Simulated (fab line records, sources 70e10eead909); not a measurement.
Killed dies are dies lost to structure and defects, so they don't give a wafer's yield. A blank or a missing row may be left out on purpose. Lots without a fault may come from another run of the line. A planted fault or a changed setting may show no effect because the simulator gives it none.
One fault seen from 2 desks | flow nand_harc | each desk has only its own numbers; what lay behind them comes last

THE TOOL OWNER'S DESK: rie_diel-01
The tool's own readings at NHARC_A_SGD_CUT_ETCH_59 (etches the open film in N2/H2, target depth 260 nm, time 406.25 s): means of the sampled wafers that have a number, for each lot that ran on this tool. A lot is out of limits, marked OUT, if its mean lies more than 4 standard deviations from the usual mean; the brackets give that distance.
Columns: A = drypump_motor_current_A at NHARC_A_SGD_CUT_ETCH_59, usual 5.9 A; B = oes_product_au at NHARC_A_SGD_CUT_ETCH_59, usual 1.000 a.u.; C = rf_vpp_V at NHARC_A_SGD_CUT_ETCH_59, usual 431.0 V; D = showerhead_plenum_p_Torr at NHARC_A_SGD_CUT_ETCH_59, usual 2.06 Torr; E = throttle_valve_pct at NHARC_A_SGD_CUT_ETCH_59, usual 14.171 %
lot  | first seen here | A   | B                | C     | D    | E
L497 | day 14 20:32    | 6.0 | 1.008            | 433.3 | 2.11 | 14.173
L501 | day 16 02:41    | 6.3 | 1.002            | 433.1 | 2.11 | 14.172
L503 | day 16 13:34    | 6.4 | 1.001            | 432.3 | 2.11 | 14.176
L507 | day 17 02:37    | 5.4 | 0.942 (-8.0) OUT | 432.9 | 2.15 | 14.169
L509 | day 18 00:42    | 4.9 | 0.929 (-9.7) OUT | 434.2 | 2.16 | 14.168
L511 | day 18 16:23    | 6.2 | 0.935 (-8.8) OUT | 432.6 | 2.12 | 14.182
This desk's finding: out of limits on L507, L509, L511; first on L507, day 17 02:37 (oes_product_au at NHARC_A_SGD_CUT_ETCH_59). In limits: L497, L501, L503.

THE DEFECT DESK
What the inspections along the route counted, lot by lot: means of the sampled wafers that have a number. A lot is out of limits, marked OUT, if its mean lies more than 4 standard deviations from the usual mean; the brackets give that distance.
Columns: A = raw_defect_count at NHARC_A_STAIRCASE_INSPECT_155, usual 354; B = raw_defect_count at NHARC_A_SGD_CUT_INSPECT_11, usual 17
lot  | first seen here | A   | B
L494 | day 14 07:31    | 264 | 16
L493 | day 14 07:48    | 497 | 6
L496 | day 14 19:14    | 437 | 5
L497 | day 14 19:22    | 550 | 16
L495 | day 14 19:24    | 277 | 19
L501 | day 16 01:37    | 418 | 21
L502 | day 16 02:05    | 409 | 9
L503 | day 16 12:32    | 200 | 22
L507 | day 17 01:11    | 214 | 10
L509 | day 17 23:37    | 326 | 18
L513 | day 18 11:30    | 389 | 32
L511 | day 18 15:11    | 250 | 10
L516 | day 19 10:28    | 291 | 16
L515 | day 19 10:38    | 300 | 15
L514 | day 19 11:55    | 296 | 18
This desk's finding: nothing out of limits on any of the 15 lots.

PUT TOGETHER
The tool owner's desk could have raised an alarm at day 17 02:37, on L507, L509, L511.
The defect desk saw nothing out of limits.
The defect desk has L507, L509, L511 on record, within its limits.
Of the lots named, all ran NHARC_A_SGD_CUT_ETCH_59 on rie_diel-01.

WHAT THE SIMULATOR HAD PUT IN
Process parameter drift: rie_diel-01, from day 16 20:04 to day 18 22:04, at NHARC_A_SGD_CUT_ETCH_59. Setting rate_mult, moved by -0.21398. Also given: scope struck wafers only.
Lots struck among those shown: L507, L509, L511.
Hours from the fault's start to each desk's first reading out of limits: the tool owner's desk, 7.
